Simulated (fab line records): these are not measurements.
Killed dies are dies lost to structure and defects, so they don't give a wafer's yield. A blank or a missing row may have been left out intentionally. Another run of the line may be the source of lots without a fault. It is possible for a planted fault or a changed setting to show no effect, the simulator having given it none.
Matching of chambers / flow n5 finfet / ald metal-01 running N5_HKMG_FIN_ALD_91: 4 sister chambers
The step deposits TiN, target thk 1 nm, pulse time 1 s, purge time 3 s. 24 wafers are shown with their chamber, then 12 later ones without.

WAFERS, EACH WITH ITS CHAMBER
wafer=L074.2; chamber=3; heater power w (W)=822; precursor pulse height rel=0.965
wafer=L074.3; chamber=1; heater power w (W)=922; precursor pulse height rel=0.995
wafer=L074.5; chamber=2; heater power w (W)=980; precursor pulse height rel=1.010
wafer=L076.1; chamber=3; heater power w (W)=804; precursor pulse height rel=0.996
wafer=L076.4; chamber=2; heater power w (W)=968; precursor pulse height rel=0.998
wafer=L076.6; chamber=3; heater power w (W)=799; precursor pulse height rel=1.003
wafer=L078.1; chamber=1; heater power w (W)=915; precursor pulse height rel=1.003
wafer=L078.2; chamber=2; heater power w (W)=1018; precursor pulse height rel=1.022
wafer=L078.4; chamber=3; heater power w (W)=813; precursor pulse height rel=1.009
wafer=L081.2; chamber=0; heater power w (W)=926; precursor pulse height rel=0.988
wafer=L081.4; chamber=2; heater power w (W)=991; precursor pulse height rel=0.988
wafer=L081.5; chamber=2; heater power w (W)=990; precursor pulse height rel=1.006
wafer=L083.1; chamber=2; heater power w (W)=1003; precursor pulse height rel=0.999
wafer=L083.2; chamber=3; heater power w (W)=808; precursor pulse height rel=0.984
wafer=L083.3; chamber=0; heater power w (W)=901; precursor pulse height rel=1.028
wafer=L084.2; chamber=2; heater power w (W)=1000; precursor pulse height rel=0.995
wafer=L084.5; chamber=1; heater power w (W)=914; precursor pulse height rel=0.987
wafer=L084.6; chamber=0; heater power w (W)=888; precursor pulse height rel=0.989
wafer=L087.1; chamber=3; heater power w (W)=808; precursor pulse height rel=1.004
wafer=L087.3; chamber=0; heater power w (W)=907; precursor pulse height rel=0.978
wafer=L087.5; chamber=2; heater power w (W)=1027; precursor pulse height rel=1.015
wafer=L088.1; chamber=0; heater power w (W)=900; precursor pulse height rel=1.003
wafer=L088.2; chamber=1; heater power w (W)=907; precursor pulse height rel=1.003
wafer=L088.4; chamber=2; heater power w (W)=1008; precursor pulse height rel=0.975

SIGNATURES (averages over the wafers above)
reading=heater power w; chamber 0=904.40; chamber 1=914.50; chamber 2=998.33; chamber 3=809.00; scatter within a chamber=14
reading=precursor pulse height rel; chamber 0=0.99720; chamber 1=0.99700; chamber 2=1.00089; chamber 3=0.99350; scatter within a chamber=0.0153
Rule: a wafer's distance from a chamber is the root of the sum, over the readings, of the square of ((its reading less the chamber's mean) divided by the reading's scatter). If the next closest chamber is less than 2 further off than the closest, the wafer can't be placed; otherwise it belongs to the closest. The scatter: take each reading less its chamber's mean, square it, sum over the shown wafers, divide by the number of wafers less the number of chambers, and take the root.

WAFERS MISSING THEIR CHAMBER
wafer=L094.2; heater power w (W)=910; precursor pulse height rel=1.010
wafer=L094.3; heater power w (W)=896; precursor pulse height rel=0.989
wafer=L094.4; heater power w (W)=814; precursor pulse height rel=0.982
wafer=L095.1; heater power w (W)=828; precursor pulse height rel=0.977
wafer=L095.4; heater power w (W)=1004; precursor pulse height rel=0.996
wafer=L095.5; heater power w (W)=907; precursor pulse height rel=0.984
wafer=L096.1; heater power w (W)=822; precursor pulse height rel=1.041
wafer=L096.2; heater power w (W)=933; precursor pulse height rel=0.999
wafer=L096.6; heater power w (W)=896; precursor pulse height rel=1.014
wafer=L097.1; heater power w (W)=801; precursor pulse height rel=1.024
wafer=L097.3; heater power w (W)=922; precursor pulse height rel=1.011
wafer=L097.5; heater power w (W)=983; precursor pulse height rel=1.026

CHAMBER TAKEN BY EACH
wafer=L094.2; from the rows above=can't be placed: 1 or 0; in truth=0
wafer=L094.3; from the rows above=can't be placed: 0 or 1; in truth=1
wafer=L094.4; from the rows above=3; in truth=3
wafer=L095.1; from the rows above=3; in truth=3
wafer=L095.4; from the rows above=2; in truth=2
wafer=L095.5; from the rows above=can't be placed: 0 or 1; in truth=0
wafer=L096.1; from the rows above=3; in truth=3
wafer=L096.2; from the rows above=can't be placed: 1 or 0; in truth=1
wafer=L096.6; from the rows above=can't be placed: 0 or 1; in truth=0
wafer=L097.1; from the rows above=3; in truth=3
wafer=L097.3; from the rows above=can't be placed: 1 or 0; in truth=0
wafer=L097.5; from the rows above=2; in truth=2
Placed correctly: 6 of 12. Unplaceable from these rows: 6, with the true chamber sitting among the candidates in 6. 0 placed wrongly.
